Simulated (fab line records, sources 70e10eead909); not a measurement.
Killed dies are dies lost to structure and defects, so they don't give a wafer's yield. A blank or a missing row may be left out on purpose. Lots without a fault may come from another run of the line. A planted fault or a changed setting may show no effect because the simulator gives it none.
A struck lot beside a sound one | flow nand_harc | 14 steps out of a route of 1159
Sound: wafers L806.1, L806.2, L806.3. Struck: wafers L803.2, L803.4, L803.6. The cause comes at the end.
At each step with rows: each side's tool, then ch and its chambers, then its first start. Under that, the readings that differ: sound wafers | struck wafers | difference of the means | sigmas: that difference in standard deviations of wafers without a fault.
alike: readings whose means differ by less than 2 such deviations, and words and numbers that are the same on both sides. not compared: withheld readings, readings that some wafer has no value for, bounds like >300 that may hide the same value, and numbers for which the record gives no deviation and whose values overlap.
The two part at a step that has a row with sigmas, a row that says differs or no value, or rows on one side only. Numbers that don't overlap but have no deviation are shown without sigmas and don't part them. A reading that every wafer of one side lacks parts them only if that side has two wafers or more.

first, 7 steps without rows for these wafers: NHARC_P_STI_SRD_35; NHARC_P_STI_ETCH_36 (etches SiO2 in dHF, target depth 38.8 nm); NHARC_P_STI_STRIP_24 (strips Si3N4 in H3PO4); NHARC_P_STI_ETCH_37 (etches SiO2 in dHF, target depth 11 nm); NHARC_P_STI_PRECLEAN_38 (cleans in SC1); NHARC_P_STI_SRD_39; NHARC_P_STI_OXIDE_40 (material SiO2, target thk 10 nm, ox time 1362 s).
NHARC_P_STI_INSPECT_25:
  sound on defect_inspect-02, day 8 01:47; struck on defect_inspect-02, day 7 02:40
  alike: raw_defect_count
then, 3 steps without rows for these wafers: NHARC_P_GATE_ETCH_69 (etches SiO2 in dHF, target depth 14 nm); NHARC_P_GATE_PRECLEAN_70 (cleans in SC1); NHARC_P_GATE_SRD_01.
NHARC_P_GATE_OXIDE_02: material SiO2, target thk 37.5 nm, ox time 365 s.
  sound on furnace-01 ch 0, day 8 05:05; struck on furnace-05 ch 0, day 7 05:43
  reading                  | sound                | struck               | difference | sigmas
  spike_tc_bottom_C (C)    | 970.1 970.0 970.0    | 926.3 926.3 926.4    | -43.7      | -46
  spike_tc_centre_C (C)    | 951.1 952.3 951.1    | 906.7 905.1 905.2    | -45.8      | -42
  spike_tc_lower_C (C)     | 950.8 952.2 951.0    | 902.8 903.7 905.0    | -47.5      | -37
  spike_tc_top_C (C)       | 959.9 960.9 961.6    | 918.1 918.8 920.0    | -41.8      | -25
  spike_tc_upper_C (C)     | 949.8 951.6 951.2    | 906.6 903.3 904.8    | -46.0      | -38
  tube_center_temp_C (C)   | 949.97 950.08 950.08 | 905.44 905.57 905.55 | -44.52     | -99 or more
  zone_power_top_pct (%)   | 36.2 36.9 35.8       | 34.7 34.3 34.8       | -1.7       | -3
  zone_power_upper_pct (%) | 21.4 20.8 21.1       | 17.9 17.6 17.7       | -3.4       | -5
  alike: zone_power_lower_pct
then, 1 step without rows for these wafers: NHARC_P_GATE_DEHYDRATE_03 (time 120 s).
NHARC_END_SORT_01:
  the record has rows for the sound wafers here (prober-01 ch 0, day 24 09:01) and none for the struck ones

WHERE THEY PART
First at NHARC_P_GATE_OXIDE_02; last, within this record, at NHARC_END_SORT_01.

WHY: what the simulator had put in
Process parameter drift: furnace-05, from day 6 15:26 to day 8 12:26, at NHARC_P_GATE_OXIDE_02. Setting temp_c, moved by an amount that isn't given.
